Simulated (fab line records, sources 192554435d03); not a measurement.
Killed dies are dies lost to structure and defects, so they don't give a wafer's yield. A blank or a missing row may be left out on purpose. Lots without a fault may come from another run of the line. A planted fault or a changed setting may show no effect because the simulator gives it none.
Chamber matching | flow n5_finfet | N5_FIN_SAQP_MANDREL1_REMOVE_56 on rie_si-01: 4 sister chambers
The step chemistry HBr/Cl2/O2, target a-Si, stops on SiNx, bt time 10 s. 24 wafers are shown with their chamber, then 12 later ones without.

WAFERS WITH THEIR CHAMBER
wafer  | chamber | drypump_motor_current_A (A) | throttle_valve_pct (%) | oes_product_au (a.u.)
L074.2 | 3       | 5.6                         | 37.4                   | 0.985
L074.3 | 2       | 6.4                         | 35.6                   | 0.993
L074.5 | 1       | 4.6                         | 36.8                   | 1.014
L078.2 | 2       | 6.4                         | 35.6                   | 0.996
L078.3 | 3       | 5.6                         | 37.4                   | 0.983
L078.6 | 0       | 5.6                         | 36.7                   | 0.999
L081.1 | 3       | 5.6                         | 37.4                   | 0.977
L081.2 | 2       | 6.4                         | 35.6                   | 1.007
L081.4 | 1       | 4.6                         | 36.8                   | 1.010
L082.1 | 2       | 6.4                         | 35.6                   | 0.997
L082.2 | 0       | 5.6                         | 36.6                   | 0.995
L082.5 | 3       | 5.6                         | 37.4                   | 0.984
L085.1 | 2       | 6.3                         | 35.6                   | 1.010
L085.2 | 1       | 4.6                         | 36.8                   | 1.025
L085.3 | 0       | 5.6                         | 36.7                   | 1.007
L085.4 | 3       | 5.6                         | 37.4                   | 0.997
L085.5 | 3       | 5.6                         | 37.4                   | 0.996
L085.6 | 0       | 5.6                         | 36.6                   | 1.005
L089.1 | 0       | 5.6                         | 36.6                   | 1.010
L089.3 | 2       | 6.4                         | 35.6                   | 1.002
L089.5 | 0       | 5.7                         | 36.6                   | 0.997
L091.1 | 3       | 5.6                         | 37.4                   | 0.986
L091.2 | 1       | 4.6                         | 36.8                   | 1.018
L091.3 | 2       | 6.4                         | 35.7                   | 1.009

SIGNATURES (means of the wafers above)
reading                 | chamber 0 | chamber 1 | chamber 2 | chamber 3 | scatter within a chamber
drypump_motor_current_A | 5.617     | 4.600     | 6.386     | 5.600     | 0.0291
throttle_valve_pct      | 36.633    | 36.800    | 35.614    | 37.400    | 0.0331
oes_product_au          | 1.00217   | 1.01675   | 1.00200   | 0.98686   | 0.00669
Rule: a wafer's distance from a chamber is the root of the sum, over the readings, of the square of ((its reading less the chamber's mean) divided by the reading's scatter). The wafer belongs to the nearest chamber; if the next one is less than 2 further off, it can't be placed. The scatter: the root of (the sum of the squares of (reading less its chamber's mean) over the shown wafers, divided by (wafers less chambers)).

WAFERS WITHOUT THEIR CHAMBER
wafer  | drypump_motor_current_A (A) | throttle_valve_pct (%) | oes_product_au (a.u.)
L091.4 | 6.4                         | 35.6                   | 1.009
L091.5 | 5.6                         | 37.4                   | 0.988
L091.6 | 4.6                         | 36.8                   | 1.019
L093.1 | 4.6                         | 36.8                   | 1.010
L093.2 | 5.6                         | 37.4                   | 0.989
L093.3 | 6.4                         | 35.6                   | 1.006
L093.4 | 5.6                         | 37.4                   | 0.980
L093.5 | 6.4                         | 35.6                   | 1.002
L093.6 | 4.6                         | 36.8                   | 1.017
L096.3 | 4.6                         | 36.8                   | 1.025
L096.5 | 4.6                         | 36.8                   | 1.031
L096.6 | 5.7                         | 36.6                   | 0.989

WHICH CHAMBER EACH WENT THROUGH
wafer  | from the rows above | in truth
L091.4 | 2                   | 2
L091.5 | 3                   | 3
L091.6 | 1                   | 1
L093.1 | 1                   | 1
L093.2 | 3                   | 3
L093.3 | 2                   | 2
L093.4 | 3                   | 3
L093.5 | 2                   | 2
L093.6 | 1                   | 1
L096.3 | 1                   | 1
L096.5 | 1                   | 1
L096.6 | 0                   | 0
Placed correctly: 12 of 12. Can't be placed from these rows: 0. Placed wrongly: 0.
